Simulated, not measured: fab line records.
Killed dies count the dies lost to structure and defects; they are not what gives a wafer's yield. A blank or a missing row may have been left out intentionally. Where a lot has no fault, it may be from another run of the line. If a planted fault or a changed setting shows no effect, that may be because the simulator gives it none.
fab line records | flow n5_finfet | part 2 of 2: steps 5 to 6 of 6
[record] lots = 20 wafers = 60 last_day = 18
route steps=1938 shown BEOL_M0_SAQP@672 BEOL_M0@715
lots that met no fault: taken from a fault-free run of the same line
start_h: the number of hours between the record's first day and the start of the first shown wafer of the lot | wait_h: how many hours have passed since the lot's step before this one | " repeats the value in the row above | L1.1+2: a row that stands for several wafers | - no value, or no start given | * or withheld: withheld | < > ~ a bound
route shown NAME@n: a module of which the file shows steps, and the number in the route of the first | usual: average and standard deviation across the fault-free wafers | same: alike in all rows | chamber/n: place in a boat | sites: the reading at each site | _std_site: the values' standard deviation | _edge_site: inner sites' mean taken away from outer sites' mean | radius_mm: for every site, how far away it sits from the centre of the wafer | mask NAME#n: copy n | behind: the most recent tool/chamber to have shaped the wafer | hold: the reason the lot was held/the length of the hold in hours/how it ended | device: whichever transistor did not switch (one of n, p or np) | end of line: at the end of the route, the tests of the same wafers | for a step that has no rows: nothing shown but its recipe | killed: the dies lost at the first sort to structure and to defects; this is not the yield of the wafer | map: dies across one wafer; x = killed, . = not, _ = none there
set.NAME: the run value of the setting; set.NAME@STEP: its run value at that earlier step | model.NAME: the simulator's own value behind a step, which no gauge read
steps of the route over a sample of lots; a table a step, a row a wafer
services: when a tool's chamber went out of use (start_h, in hours from the record's first day, below 0 if earlier), for how many hours, and the reason
[[steps]]
[step N5_BEOL_M0_ETCH_138]
[recipe] chemistry = CH3F/O2 target_depth_a = 120 target = SiCN time_s = 31.6 ion_energy_ev = 120 pressure_mtorr = 30 source_w = 395 bias_w = 75 Ar_flow_sccm = 150 CH3F_flow_sccm = 30 O2_flow_sccm = 20 ends = cleared
[usual] drypump_motor_current_A = 5.6/0.47 etch_rf_on_time_s = 29.0/0.93 oes_product_au = 0.68/0.084 rf_vpp_V = 296.9/1.3 showerhead_plenum_p_Torr = 1.98/0.045 throttle_valve_pct = 16.33/0.29
// columns lot.wafer tool chamber start_h wait_h drypump_motor_current_A etch_rf_on_time_s oes_product_au rf_hours_counter_h rf_vpp_V showerhead_plenum_p_Torr throttle_valve_pct
L074.3 rie_diel-06 0 153.86 0.0 5.7 28.2 0.68 110 294.8 1.94 16.08
L074.4 " 3 " " 6.0 29.2 0.57 - 296.6 1.98 16.65
L074.5 " 2 " " 4.9 28.3 0.80 - 298.3 2.03 16.37
L075.3 rie_diel-01 0 155.65 0.0 4.9 29.6 0.59 222 295.5 1.99 16.78
L075.4 " 1 " " 6.3 30.8 0.57 247 298.0 1.97 16.55
L075.6 " 0 " " 4.8 30.1 0.59 - 299.0 1.99 16.78
L076.1 rie_diel-06 2 155.88 0.0 4.9 28.0 0.79 35 298.4 2.03 16.38
L076.2 " 3 " " 6.0 28.5 0.58 224 297.8 1.97 16.66
L076.5 " 2 " " 4.9 28.4 0.79 - 299.3 2.03 16.37
L078.1 rie_diel-06 2 156.17 0.0 4.9 27.6 0.79 36 297.9 2.03 16.37
L078.4 " 3 " " 6.0 30.7 0.57 - 295.9 1.97 16.65
L078.5 " 2 " " 4.9 28.8 0.79 - 298.5 2.03 16.37
L077.1 rie_diel-03 0 156.21 0.0 5.2 28.6 0.62 184 296.8 1.91 16.30
L077.3 " 3 " " 5.8 28.8 0.67 95 297.5 2.02 16.44
L077.6 " 1 " " 5.8 29.0 0.82 - 299.5 2.03 15.77
L080.1 rie_diel-06 2 156.47 0.0 4.9 27.3 0.79 36 296.7 2.03 16.36
L080.4 " 2 " " 4.9 28.0 0.80 - 298.3 2.03 16.37
L080.5 " 0 " " 5.7 28.3 0.68 - 294.3 1.94 16.05
L079.1 rie_diel-01 3 157.24 0.0 6.1 28.7 0.71 67 295.1 1.95 15.91
L079.3 " 2 " " 5.8 30.8 0.76 19 296.5 1.96 16.27
L079.5 " 3 " " 6.0 30.0 0.72 - 296.9 1.95 15.89
L082.1 rie_diel-06 1 160.03 0.0 5.8 28.4 0.59 214 297.4 1.97 16.50
L082.4 " 0 " " 5.8 28.8 0.68 113 295.2 1.94 16.08
L082.5 " 3 " " 6.0 29.7 0.58 - 296.4 1.97 16.68
L081.1 rie_diel-06 3 161.64 0.0 6.0 29.1 0.57 227 296.6 1.97 16.67
L081.3 " 1 " " 5.7 27.9 0.60 215 295.5 1.97 16.47
L081.6 " 3 " " 6.0 29.5 0.57 - 297.0 1.97 16.67
L083.3 rie_diel-01 0 172.02 0.0 4.8 28.9 0.59 229 297.2 1.99 16.77
L083.5 " 3 " " 6.1 29.3 0.71 - 296.0 1.95 15.90
L083.6 " 2 " " 5.8 30.6 0.76 - 294.9 1.96 16.31
L084.2 rie_diel-01 3 174.01 0.0 6.1 28.5 0.70 74 296.2 1.95 15.93
L084.5 " 3 " " 6.1 29.2 0.71 - 296.2 1.95 15.92
L084.6 " 0 " " 4.9 29.4 0.59 - 297.4 1.99 16.78
L085.2 rie_diel-03 0 185.56 0.0 5.2 28.6 0.61 198 294.8 1.91 16.33
L085.3 " 3 " " 5.8 29.0 0.67 109 297.5 2.02 16.47
L085.5 " 3 " " 5.8 29.5 0.67 - 299.0 2.02 16.47
L087.3 rie_diel-06 2 194.09 0.0 4.9 28.1 0.78 47 298.7 2.03 16.40
L087.4 " 3 " " 6.0 30.6 0.57 236 296.3 1.97 16.68
L087.5 " 2 " " 4.9 28.8 0.77 - 299.2 2.03 16.40
L088.1 rie_diel-01 3 198.01 0.0 6.1 28.5 0.70 83 294.5 1.94 15.93
L088.2 " 1 " " 6.3 29.0 0.81 5 296.5 1.96 16.08
L088.3 " 2 " " 5.8 30.2 0.74 36 296.6 1.96 16.31
L090.1 rie_diel-03 3 212.35 0.0 5.8 28.4 0.65 118 297.7 2.02 16.50
L090.2 " 0 " " 5.2 29.5 0.60 208 296.9 1.90 16.36
L090.6 " 1 " " 5.9 29.2 0.76 - 300.2 2.03 15.80
L091.1 rie_diel-01 0 218.29 0.0 4.8 27.7 0.58 244 297.4 1.98 16.79
L091.4 " 2 " " 5.8 30.6 0.73 40 296.0 1.96 16.32
L091.5 " 0 " " 4.8 28.9 0.58 - 296.8 1.98 16.81
L093.2 rie_diel-01 3 230.53 0.0 6.1 28.2 0.69 92 295.3 1.94 15.96
L093.3 " 0 " " 4.8 27.3 0.58 247 296.7 1.98 16.82
L093.6 " 1 " " 6.3 29.0 0.78 - 295.7 1.96 16.10
L094.1 rie_diel-06 2 237.36 0.0 4.9 27.4 0.76 59 297.0 2.02 16.42
L094.2 " 0 " " 5.8 28.5 0.65 135 295.8 1.93 16.11
L094.4 " 3 " " 6.0 30.8 0.55 248 296.7 1.97 16.71
L095.4 rie_diel-06 2 243.58 0.0 4.9 28.8 0.76 - 298.1 2.02 16.41
L095.5 " 1 " " 5.8 29.1 0.59 - 297.9 1.96 16.53
L095.6 " 0 " " 5.8 30.0 0.66 - 297.2 1.93 16.12
L097.2 rie_diel-03 2 253.13 0.0 5.8 28.6 0.82 6 300.7 2.15 16.32
L097.3 " 3 " " 5.8 28.1 0.66 122 297.0 2.02 16.50
L097.6 " 3 " " 5.8 28.9 0.65 - 297.3 2.02 16.51
[step N5_BEOL_M0_ETCH_128]
[recipe] chemistry = CF4/N2 target_depth_a = 120 overetch_a = 51 target = SiCN time_s = 21.4 ion_energy_ev = 150 pressure_mtorr = 40 source_w = 430 bias_w = 70 Ar_flow_sccm = 100 cf4_flow_sccm = 60 n2_flow_sccm = 60
[usual] drypump_motor_current_A = 5.7/0.46 oes_product_au = 0.55/0.064 rf_vpp_V = 381.6/1.4 showerhead_plenum_p_Torr = 2.18/0.043 throttle_valve_pct = 15.42/0.28
// columns lot.wafer tool chamber start_h wait_h drypump_motor_current_A oes_product_au rf_hours_counter_h rf_vpp_V showerhead_plenum_p_Torr throttle_valve_pct
L074.3 rie_diel-06 3 154.80 0.3 6.0 0.47 223 381.2 2.18 15.78
L074.4 " 0 " " 5.7 0.54 - 380.3 2.13 15.18
L074.5 " 2 " " 4.9 0.63 - 383.4 2.24 15.45
L075.3 rie_diel-01 3 156.09 0.0 6.1 0.58 66 382.7 2.15 14.99
L075.4 " 1 " " 6.3 0.47 247 381.0 2.16 15.62
L075.6 " 1 " " 6.3 0.47 - 382.9 2.16 15.62
L076.1 rie_diel-01 2 156.43 0.1 5.8 0.62 19 381.5 2.16 15.33
L076.2 " 3 " " 6.1 0.57 66 381.5 2.15 14.98
L076.5 " 1 " " 6.3 0.47 - 380.6 2.16 15.62
L078.1 rie_diel-06 2 156.69 0.0 4.9 0.61 36 384.6 2.24 15.45
L078.4 " 2 " " 4.9 0.63 - 383.8 2.24 15.47
L078.5 " 0 " " 5.7 0.54 - 380.6 2.13 15.17
L077.1 rie_diel-01 2 156.92 0.2 5.8 0.62 19 381.2 2.16 15.33
L077.3 " 1 " " 6.3 0.46 247 381.6 2.16 15.62
L077.6 " 3 " " 6.1 0.58 - 382.3 2.15 14.99
L080.1 rie_diel-03 1 157.10 0.2 5.9 0.62 13 384.1 2.25 14.93
L080.4 " 3 " " 5.8 0.55 - 384.0 2.22 15.53
L080.5 " 1 " " 5.8 0.64 - 383.9 2.25 14.91
L079.1 rie_diel-06 1 158.18 0.5 5.7 0.47 214 380.7 2.18 15.63
L079.3 " 0 " " 5.7 0.54 112 380.2 2.13 15.15
L079.5 " 3 " " 6.0 0.47 - 381.5 2.18 15.79
L081.1 rie_diel-03 3 162.70 0.0 5.8 0.54 98 383.3 2.22 15.54
L081.3 " 0 " " 5.2 0.49 188 379.8 2.11 15.41
L081.6 " 3 " " 5.8 0.54 - 382.5 2.22 15.53
L082.1 rie_diel-06 3 162.72 0.0 6.0 0.47 227 381.2 2.18 15.77
L082.4 " 1 " " 5.7 0.48 215 381.9 2.18 15.62
L082.5 " 0 " " 5.8 0.54 - 380.2 2.13 15.17
L083.3 rie_diel-06 3 173.66 0.4 6.0 0.47 230 382.1 2.18 15.78
L083.5 " 2 " " 4.9 0.62 - 382.6 2.24 15.47
L083.6 " 1 " " 5.8 0.48 - 381.1 2.18 15.64
L084.2 rie_diel-06 3 176.03 0.0 6.0 0.46 231 382.6 2.18 15.78
L084.5 " 2 " " 4.9 0.62 - 382.5 2.24 15.46
L084.6 " 3 " " 6.0 0.47 - 380.6 2.18 15.78
L085.2 rie_diel-06 0 186.02 0.0 5.8 0.53 121 381.0 2.13 15.17
L085.3 " 2 " " 4.9 0.62 45 381.5 2.23 15.49
L085.5 " 2 " " 4.9 0.63 - 385.0 2.23 15.48
L088.1 rie_diel-06 2 198.75 0.1 4.9 0.61 48 383.3 2.23 15.47
L088.2 " 1 " " 5.8 0.47 225 381.5 2.17 15.67
L088.3 " 3 " " 6.0 0.46 237 380.8 2.17 15.81
L087.3 rie_diel-06 2 199.06 0.1 4.9 0.61 48 383.1 2.23 15.49
L087.4 " 3 " " 6.0 0.47 237 380.9 2.17 15.79
L087.5 " 0 " " 5.8 0.54 - 380.4 2.13 15.19
L090.1 rie_diel-01 2 216.51 0.0 5.8 0.59 39 381.8 2.15 15.36
L090.2 " 0 " " 4.8 0.47 243 381.9 2.19 15.93
L090.6 " 1 " " 6.3 0.65 - 381.6 2.16 15.13
L091.1 rie_diel-01 1 229.78 0.0 6.3 0.62 14 381.6 2.15 15.15
L091.4 " 0 " " 4.8 0.47 247 381.4 2.19 15.94
L091.5 " 2 " " 5.8 0.60 - 380.4 2.15 15.39
L093.2 rie_diel-01 2 232.72 0.2 5.8 0.58 44 381.5 2.15 15.38
L093.3 " 1 " " 6.3 0.62 15 382.6 2.15 15.14
L093.6 " 2 " " 5.8 0.60 - 380.9 2.15 15.40
L094.1 rie_diel-01 3 239.76 0.6 6.1 0.54 95 381.2 2.14 15.04
L094.2 " 1 " " 6.3 0.62 18 381.8 2.15 15.14
L094.4 " 1 " " 6.3 0.64 - 381.7 2.15 15.14
L095.4 rie_diel-06 0 245.46 0.5 5.8 0.53 - 382.0 2.12 15.23
L095.5 " 2 " " 4.9 0.61 - 383.1 2.23 15.51
L095.6 " 1 " " 5.7 0.47 - 382.6 2.17 15.68
L097.2 rie_diel-01 3 261.09 0.1 6.1 0.54 104 381.3 2.13 15.06
L097.3 " 2 " " 5.8 0.58 57 380.7 2.15 15.40
L097.6 " 1 " " 6.3 0.61 - 381.3 2.15 15.17
[[services]]
// columns tool chamber start_h hours kind
rie_diel-06 2 127.22 13.3 repair
rie_diel-04 3 129.24 4.7 repair
rie_diel-01 3 129.40 7.0 repair
rie_diel-05 3 129.79 4.6 repair
rie_diel-06 1 153.08 4.2 repair
rie_diel-02 3 158.29 9.1 repair
rie_diel-02 3 186.90 - clean
rie_diel-02 3 186.90 - consumable_replace:focus_ring
rie_diel-02 3 186.90 19.3 scheduled_down
rie_diel-02 3 186.90 19.3 vent_cycle
rie_diel-02 1 189.70 2.6 repair
rie_diel-04 2 193.49 - clean
rie_diel-04 2 193.49 - consumable_replace:focus_ring
rie_diel-04 2 193.49 13.0 scheduled_down
rie_diel-04 2 193.49 13.0 vent_cycle
rie_diel-03 2 201.74 28.7 repair
rie_diel-02 2 206.43 - clean
rie_diel-02 2 206.43 - consumable_replace:focus_ring
rie_diel-02 2 206.43 20.5 scheduled_down
rie_diel-04 0 207.73 1.7 repair
rie_diel-06 1 214.36 13.2 repair
rie_diel-03 - 219.88 28.1 pm
rie_diel-04 2 240.24 10.5 repair
rie_diel-02 - 257.01 2.8 pm
